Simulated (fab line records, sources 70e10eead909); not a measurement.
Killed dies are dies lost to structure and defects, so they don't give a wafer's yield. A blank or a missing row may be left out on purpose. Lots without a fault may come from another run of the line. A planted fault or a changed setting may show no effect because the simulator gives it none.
Which tool did it? | flow nand_harc | 12 lots, 36 wafers sampled, at 1 step of a route of 1302

WHAT THE GAUGES READ, wafer by wafer
NHARC_P_STI_OCD_MEAS_43.
lot  | measured     | on     | trench_depth_nm (nm) | trench_foot_cd_nm (nm)
L499 | day 2 21:46  | ocd-01 | 303 306 305          | 153.5 156.8 156.1
L500 | day 3 08:46  | ocd-02 | 298 301 288          | 155.3 157.1 159.1
L501 | day 3 19:13  | ocd-01 | 303 306 299          | 158.8 160.6 162.1
L502 | day 4 03:47  | ocd-01 | 291 303 305          | 160.8 161.6 160.2
L503 | day 4 13:16  | ocd-02 | 300 297 301          | 157.7 161.3 159.5
L504 | day 4 23:55  | ocd-02 | 290 301 293          | 156.8 153.9 157.4
L510 | day 7 10:59  | ocd-01 | 304 310 298          | 156.4 159.5 158.4
L517 | day 10 10:30 | ocd-02 | 298 303 300          | 158.5 160.6 158.0
L519 | day 11 06:51 | ocd-01 | 298 301 308          | 156.6 158.0 156.6
L520 | day 11 17:32 | ocd-02 | 305 306 302          | 153.3 157.2 156.0
L521 | day 12 01:14 | ocd-01 | 302 313 311          | 158.1 153.3 153.2
L522 | day 12 14:11 | ocd-01 | 300 314 298          | 156.8 156.3 156.2

WHICH TOOL RAN EACH LOT (tool, then ch and the chambers of the sampled wafers, then the start)
The record holds no process step before these readings.

WHAT THE TOOLS THEMSELVES READ (means of the sampled wafers that have a number; where no wafer has one, the mark that the record gives instead)
The record holds no such reading with a usual standard deviation.

THE ANSWER, worked out from the rows above alone
Rule: what is usual is taken from the lots themselves. Put in order of their means at a reading, lots are off if they are a third of the lots or fewer, leave a main group of 4 or more, and stand apart from it by a gap of 3 or more times the standard deviation of the main group's means; of several such gaps the widest counts. A main group whose means are all the same, to the digits that the tables above print for the reading, isn't used. A lot without any number at a reading at which 4 lots or more have one is off too. The other lots that the step has rows for count as sound. The gauges are gone through in route order, then the tools' own readings, and for those a lot's mean is taken as printed above. The first step at which some lot is off is used, and at that step the reading that is off furthest; a lot without a number counts as furthest.
No lot is off at any reading shown: from this, nothing can be told.

WHAT THE SIMULATOR HAD PUT IN
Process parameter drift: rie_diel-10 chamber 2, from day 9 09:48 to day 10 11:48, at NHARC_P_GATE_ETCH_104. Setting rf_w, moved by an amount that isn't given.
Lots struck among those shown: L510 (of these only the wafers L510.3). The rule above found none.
